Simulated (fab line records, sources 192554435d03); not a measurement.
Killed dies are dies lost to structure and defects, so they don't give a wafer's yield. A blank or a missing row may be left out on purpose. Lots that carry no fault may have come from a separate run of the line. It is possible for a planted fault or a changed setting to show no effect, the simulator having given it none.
Chamber matching -- flow n5Finfet -- N5_BEOL_M13_ETCH_67 on rieDiel-05 has 4 sister chambers
The step etches SiARC in CF4, target depth 143 nm, time 238.3 s. 4 wafers are shown with their chamber, then 7 later ones without.

WAFERS, EACH WITH ITS CHAMBER
wafer,chamber,showerheadPlenumPTorr (Torr)
L083.1,1,2.03
L086.6,2,1.96
L090.2,0,2.08
L090.3,3,2.23

WAFERS WITHOUT THEIR CHAMBER
wafer,showerheadPlenumPTorr (Torr)
L090.6,2.08
L095.1,2.22
L095.3,2.28
L095.6,1.95
L096.2,2.27
L096.3,1.95
L096.5,1.95

EACH ONE'S CHAMBER
wafer,from the rows above,in truth
L090.6,can't be placed: 0 or 1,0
L095.1,3,3
L095.3,3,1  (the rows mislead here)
L095.6,2,2
L096.2,3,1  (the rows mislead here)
L096.3,2,2
L096.5,2,2
Placed correctly: 4 of 7. Unplaceable from these rows: 1, with the true chamber sitting among the candidates in 1. Number placed wrongly: 2.
How it was worked out, from the rows above alone: a wafer's distance from a chamber is the root of the sum, over the readings, of the square of ((its reading less the chamber's mean) divided by the reading's scatter). The wafer belongs to the nearest chamber; if the next one is less than 2 further off, it can't be placed. A chamber's mean is the mean of its shown wafers. The scatter: with one shown wafer a chamber, the root of the mean of the squares of how far each hidden wafer lies from its nearest shown one.
